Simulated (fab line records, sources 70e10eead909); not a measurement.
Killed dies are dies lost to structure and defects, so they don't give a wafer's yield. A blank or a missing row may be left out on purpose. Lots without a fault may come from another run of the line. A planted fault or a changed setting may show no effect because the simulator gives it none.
A struck lot beside a sound one | flow nand_harc | 13 steps out of a route of 1302
Sound: wafers L730.1, L730.4, L730.5. Struck: wafers L733.3, L733.4, L733.5. The cause comes at the end.
At each step with rows: each side's tool, then ch and its chambers, then its first start. Under that, the readings that differ: sound wafers | struck wafers | difference of the means | sigmas: that difference in standard deviations of wafers without a fault.
alike: readings whose means differ by less than 2 such deviations, and words and numbers that are the same on both sides. not compared: withheld readings, readings that some wafer has no value for, bounds like >300 that may hide the same value, and numbers for which the record gives no deviation and whose values overlap.
The two part at a step that has a row with sigmas, a row that says differs or no value, or rows on one side only. Numbers that don't overlap but have no deviation are shown without sigmas and don't part them. A reading that every wafer of one side lacks parts them only if that side has two wafers or more.

NHARC_A_STAIRCASE_DESCUM_291: chemistry O2, time 3 s.
  sound on rie_diel-12 ch 0,1, day 18 07:59; struck on rie_diel-12 ch 0,1,3, day 19 03:05
  alike: chamber_pressure_mTorr, drypump_motor_current_A, oes_product_au, rf_vpp_V, showerhead_plenum_p_Torr, throttle_valve_pct
  not compared: rf_hours_counter_h
then, 3 steps without rows for these wafers: NHARC_A_STAIRCASE_ETCH_292 (etches the open film in CF4/CHF3); NHARC_A_STAIRCASE_HM_OPEN_460 (chemistry O2/COS); NHARC_A_STAIRCASE_STRIP_461 (strips in O2/COS).
NHARC_A_STAIRCASE_ETCH_452: etches the open film in CF4/O2, target depth 30 nm, overetch 3 nm, time 16.5 s.
  sound on rie_diel-12 ch 2,3; struck on rie_diel-12 ch 0,2,3
  alike: chamber_pressure_mTorr, drypump_motor_current_A, oes_product_au, rf_vpp_V, showerhead_plenum_p_Torr, throttle_valve_pct
  not compared: rf_hours_counter_h
NHARC_A_STAIRCASE_ETCH_294: etches the open film in C4F8/O2/Ar, target depth 4989 nm, time 1211.6 s.
  sound on rie_diel-12 ch 0,2,3; struck on rie_diel-12 ch 1,2,3
  alike: chamber_pressure_mTorr, oes_product_au, rf_vpp_V
  not compared: rf_hours_counter_h
NHARC_A_STAIRCASE_STRIP_295: strips in O2.
  sound on rie_diel-12 ch 0,1,3; struck on rie_diel-12 ch 1,2,3
  alike: chamber_pressure_mTorr, drypump_motor_current_A, oes_product_au, rf_vpp_V, showerhead_plenum_p_Torr, throttle_valve_pct
  not compared: rf_hours_counter_h
then, 3 steps without rows for these wafers: NHARC_A_STAIRCASE_STRIP_296 (strips in SPM, time 900 s); NHARC_A_STAIRCASE_PRECLEAN_297 (cleans in SC1); NHARC_A_STAIRCASE_SRD_298.
NHARC_A_STAIRCASE_HM_DEP_462: deposits aC, target thk 800 nm.
  sound on acl_dep-03 ch 0, day 18 10:14; struck on acl_dep-02 ch 0, day 19 07:32
  alike: throttle_valve_pct
NHARC_A_STAIRCASE_DEP_301: deposits SiON, target thk 30 nm.
  sound on pecvd-04 ch 0,1,2, day 18 12:07; struck on pecvd-04 ch 0,1, day 19 08:46
  reading            | sound             | struck            | difference | sigmas
  rf_fwd_power_W (W) | 349.3 347.9 349.8 | 488.3 489.8 487.4 | +139.5     | +99 or more
  alike: chamber_pressure_Torr, heater_power_w
then, 1 step without rows for these wafers: NHARC_A_STAIRCASE_DEHYDRATE_302 (time 120 s).

WHERE THEY PART
Only at NHARC_A_STAIRCASE_DEP_301, within this record.

WHY: what the simulator had put in
Process parameter drift: pecvd-04, from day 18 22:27 on, at NHARC_A_STAIRCASE_DEP_301. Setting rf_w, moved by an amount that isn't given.
